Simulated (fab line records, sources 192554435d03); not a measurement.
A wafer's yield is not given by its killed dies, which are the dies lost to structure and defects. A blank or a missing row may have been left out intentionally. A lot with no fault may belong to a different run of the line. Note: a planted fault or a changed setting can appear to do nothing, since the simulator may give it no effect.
Matching of chambers | flow n5Finfet | N5_BEOL_M3_ETCH_70 on rieDiel-02 has 4 sister chambers
The step etches SOC in N2/H2, target depth 80 nm, overetch 16 nm, time 120 s. 8 wafers are shown with their chamber, then 9 later ones without.

## WAFERS WITH THEIR CHAMBER
wafer  | chamber | showerheadPlenumPTorr (Torr) | throttleValvePct (%)
L078.3 | 1       | 2.49                         | 18.16
L081.3 | 1       | 2.49                         | 18.18
L082.3 | 2       | 2.45                         | 17.73
L083.4 | 0       | 2.36                         | 18.26
L083.5 | 3       | 2.62                         | 17.49
L089.1 | 0       | 2.35                         | 18.27
L089.2 | 3       | 2.62                         | 17.51
L089.3 | 2       | 2.44                         | 17.76

## WAFERS WITHOUT THEIR CHAMBER
wafer  | showerheadPlenumPTorr (Torr) | throttleValvePct (%)
L093.2 | 2.61                         | 17.54
L093.3 | 2.44                         | 17.78
L093.4 | 2.44                         | 17.78
L094.3 | 2.49                         | 17.71
L094.4 | 2.44                         | 17.78
L094.6 | 2.35                         | 18.30
L097.2 | 2.35                         | 18.31
L097.4 | 2.48                         | 17.70
L097.6 | 2.61                         | 17.54

## THE CHAMBER EACH PASSED THROUGH
wafer  | from the rows above | in truth
L093.2 | 3                   | 3
L093.3 | 2                   | 2
L093.4 | 2                   | 2
L094.3 | 2                   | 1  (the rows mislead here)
L094.4 | 2                   | 2
L094.6 | 0                   | 0
L097.2 | 0                   | 0
L097.4 | 2                   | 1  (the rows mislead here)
L097.6 | 3                   | 3
Placed correctly: 7 of 9. Number that these rows cannot place: 0. Wrongly placed: 2.
How it was worked out, from the rows above alone: a wafer's distance from a chamber is the root of the sum, over the readings, of the square of ((its reading less the chamber's mean) divided by the reading's scatter). The wafer belongs to the nearest chamber; if the next one is less than 2 further off, it can't be placed. For every chamber, the mean is computed from those of its wafers that are shown. The scatter: the root of (the sum of the squares of (reading less its chamber's mean) over the shown wafers, divided by (wafers less chambers)).
